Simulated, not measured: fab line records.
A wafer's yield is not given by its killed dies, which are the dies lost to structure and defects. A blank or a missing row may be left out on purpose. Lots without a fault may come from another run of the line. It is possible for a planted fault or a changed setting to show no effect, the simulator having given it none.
Which tool did it? -- flow n5_finfet -- 10 lots with 30 wafers sampled at 5 steps, on a route of 1938 steps

## WHAT THE GAUGES READ, wafer by wafer
N5_BEOL_M4_RC_MEAS_101.
lot,measured,on,DIBL_N (mV/V)
L589,day 8 02:04,prober-02,34.0 33.7 33.8
L592,day 8 19:33,prober-01,36.1 35.2 34.5
L591,day 8 21:16,prober-02,37.6 38.4 35.2
L593,day 9 01:45,prober-01,35.5 35.4 35.1
L595,day 9 20:53,prober-02,36.1 35.3 35.4
L601,day 11 16:36,prober-01,32.9 33.4 33.5
L599,day 11 19:52,prober-02,36.7 34.8 35.8
L606,day 12 20:43,prober-02,36.0 36.6 34.9
L607,day 13 01:31,prober-01,35.4 34.2 36.5
L608,day 13 05:14,prober-02,38.8 38.5 36.1

## EACH LOT AND THE TOOL THAT RAN IT (in order: tool; ch and the chambers of the sampled wafers; start)
lot,N5_BEOL_M4_ALD_84,N5_BEOL_M4_ANNEAL_87,N5_BEOL_M4_SPUTTER_92,N5_BEOL_M4_ANNEAL_93
L589,"ald_metal-01 ch 0,1,3, day 7 22:00","pvd_sputter-01, day 7 23:25","pvd_sputter-01, day 8 00:00","pvd_sputter-01, day 8 00:05"
L592,"ald_metal-01 ch 0,1,3, day 8 15:58","pvd_sputter-03, day 8 17:22","pvd_sputter-03, day 8 17:56","pvd_sputter-03, day 8 18:01"
L591,"ald_metal-04 ch 0,1,3, day 8 16:01","pvd_sputter-02, day 8 18:58","pvd_sputter-02, day 8 19:33","pvd_sputter-02, day 8 19:38"
L593,"ald_metal-03 ch 0,2, day 8 20:39","pvd_sputter-01, day 8 23:04","pvd_sputter-01, day 8 23:38","pvd_sputter-01, day 8 23:43"
L595,"ald_metal-03 ch 0,2,3, day 9 17:21","pvd_sputter-01, day 9 18:44","pvd_sputter-01, day 9 19:19","pvd_sputter-01, day 9 19:24"
L601,"ald_metal-03 ch 0,3, day 11 12:35","pvd_sputter-03, day 11 14:04","pvd_sputter-03, day 11 14:38","pvd_sputter-03, day 11 14:43"
L599,"ald_metal-04 ch 0,2, day 11 16:11","pvd_sputter-01, day 11 17:26","pvd_sputter-01, day 11 18:01","pvd_sputter-01, day 11 18:05"
L606,"ald_metal-03 ch 1,2,3, day 12 17:18","pvd_sputter-01, day 12 18:36","pvd_sputter-01, day 12 19:11","pvd_sputter-01, day 12 19:16"
L607,"ald_metal-01 ch 0,1,2, day 12 20:35","pvd_sputter-03, day 12 23:23","pvd_sputter-03, day 12 23:58","pvd_sputter-03, day 13 00:02"
L608,"ald_metal-04 ch 0,1,2, day 13 01:37","pvd_sputter-01, day 13 03:07","pvd_sputter-01, day 13 03:42","pvd_sputter-01, day 13 03:47"
- N5_BEOL_M4_ALD_84: deposits TaN, pulse time 2 s, purge time 3 s, co reactant purge time 2 s.
- N5_BEOL_M4_ANNEAL_87: time 240 s.
- N5_BEOL_M4_SPUTTER_92: material Cu, target thk 4.5 nm, time 8.29 s.
- N5_BEOL_M4_ANNEAL_93: time 240 s.

## THE ANSWER, worked out from the rows above alone
Rule: the usual values come from the lots themselves. Put in order of their means at a reading, lots are off if they are a third of the lots or fewer, leave a main group of 4 or more, and stand apart from it by a gap of 3 or more times the standard deviation of the main group's means; of several such gaps the widest counts. A main group is skipped when, at the precision printed for the reading in the tables above, its means are all equal. Also off: a lot with no number at a reading for which 4 or more lots have one. Where the step has rows for the other lots, those lots are counted as sound.
None of the lots is off at any reading shown; this tells nothing.

## WHAT THE SIMULATOR PUT IN
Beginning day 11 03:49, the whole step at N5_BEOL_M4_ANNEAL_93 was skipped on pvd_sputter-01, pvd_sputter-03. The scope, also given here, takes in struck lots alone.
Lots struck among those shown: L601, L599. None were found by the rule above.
